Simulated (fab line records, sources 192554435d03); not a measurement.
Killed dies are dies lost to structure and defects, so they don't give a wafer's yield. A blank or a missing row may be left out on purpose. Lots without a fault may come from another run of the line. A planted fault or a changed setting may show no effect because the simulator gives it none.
A struck lot beside a sound one | flow n5_finfet | 31 steps out of a route of 1938
Sound: wafers L319.4, L319.5, L319.6. Struck: wafers L325.1, L325.2, L325.6. The cause comes at the end.
At each step with rows: each side's tool, then ch and its chambers, then its first start. Under that, the readings that differ: sound wafers | struck wafers | difference of the means | sigmas: that difference in standard deviations of wafers without a fault.
alike: readings whose means differ by less than 2 such deviations, and words and numbers that are the same on both sides. not compared: withheld readings, readings that some wafer has no value for, bounds like >300 that may hide the same value, and numbers for which the record gives no deviation and whose values overlap.
The two part at a step that has a row with sigmas, a row that says differs or no value, or rows on one side only. Numbers that don't overlap but have no deviation are shown without sigmas and don't part them. A reading that every wafer of one side lacks parts them only if that side has two wafers or more.

first, 10 steps without rows for these wafers: N5_HKMG_FIN_DESCUM_53 (chemistry O2, time 7.9 s); N5_HKMG_FIN_ETCH_54 (etches SiARC in CF4, target depth 45.5 nm, time 75.8 s); N5_HKMG_FIN_ETCH_55 (etches SOC in N2/H2, target depth 240 nm, time 300 s); N5_HKMG_FIN_STRIP_56 (strips in N2/H2); N5_HKMG_FIN_STRIP_57 (strips in CF4); N5_HKMG_FIN_ETCH_58 (etches SOC in N2/H2, target depth 215.8 nm, time 741 s); N5_HKMG_FIN_STRIP_93 (strips SOC in N2/H2, time 20 s); N5_HKMG_FIN_WET_ETCH_76 (etches Al2O3 in dNH4OH, stops on La2O3, target depth 2.25 nm, rinse time 30 s); N5_HKMG_FIN_STRIP_60 (strips in N2/H2, time 360 s); N5_HKMG_FIN_WET_ETCH_77 (etches La2O3 in dHCl, stops on HfO2, target depth 2 nm).
N5_HKMG_FIN_WET_ETCH_78: etches Al2O3 in dNH4OH, stops on La2O3, target depth 4.5 nm, rinse time 30 s.
  sound on wet_bench-05 ch 1,5,7, day 4 04:34; struck on wet_bench-05 ch 2,3,6, day 5 23:59
then, 17 steps without rows for these wafers: N5_HKMG_FIN_ALD_79 (deposits TiN, target thk 1.5 nm, pulse time 1 s, purge time 3 s); N5_HKMG_FIN_CVD_62 (deposits a-Si from Si2H6, target thk 3 nm, time 20.8 s); N5_HKMG_FIN_RTA_80 (time 2 s); N5_HKMG_FIN_PRECLEAN_64 (cleans in dHF, time 30 s); N5_HKMG_FIN_WET_ETCH_65 (etches a-Si in TMAH, stops on TiN, time 49 s, target depth 3 nm); N5_HKMG_FIN_WET_ETCH_81 (etches TiN in SC1, stops on HfO2, time 57 s, target depth 6 nm); N5_HKMG_FIN_WET_ETCH_82 (etches La2O3 in dHCl, stops on HfO2, target depth 2 nm, rinse time 30 s); N5_HKMG_FIN_ALD_36 (deposits TiN, target thk 1 nm, pulse time 1 s, purge time 3 s); N5_HKMG_FIN_PWFM_ALD_03 (deposits TiN, target thk 2 nm, pulse time 1 s, purge time 3 s); N5_HKMG_FIN_COAT_29 (time 60 s, resist thk 300 nm); N5_HKMG_FIN_COAT_30 (time 60 s, resist thk 35 nm); N5_HKMG_FIN_COAT_06 (resist thk 90 nm); N5_HKMG_FIN_EBR_08; N5_HKMG_FIN_SOFTBAKE_07 (time 60 s); N5_HKMG_FIN_EXPOSE_09 (exposes mask NWFM); N5_HKMG_FIN_PEB_10 (peb time 60 s); N5_HKMG_FIN_DEVELOP_11 (develop time 30 s).
N5_HKMG_FIN_INSPECT_14: inspects for defects (macro).
  sound on defect_inspect-02, day 4 06:38; struck on defect_inspect-01, day 6 02:02
  reading          | sound | struck         | difference | sigmas
  raw_defect_count | 2 1 2 | >300 >300 >300 | differs    |
then, 1 step without rows for these wafers: N5_HKMG_FIN_DESCUM_17 (chemistry O2, time 7.9 s).
-- the record jumps here: 8 days lie between the struck wafers' starts before and after (it left off in module HKMG_FIN and takes up again in module PASSIVATION, whose first step shown is number 1936 of the route) --
N5_PASSIVATION_PROBE_49:
  the record has rows for the struck wafers here (prober-01, day 14 01:23) and none for the sound ones

WHERE THEY PART
First at N5_HKMG_FIN_INSPECT_14; last, within this record, at N5_PASSIVATION_PROBE_49.

WHY: what the simulator had put in
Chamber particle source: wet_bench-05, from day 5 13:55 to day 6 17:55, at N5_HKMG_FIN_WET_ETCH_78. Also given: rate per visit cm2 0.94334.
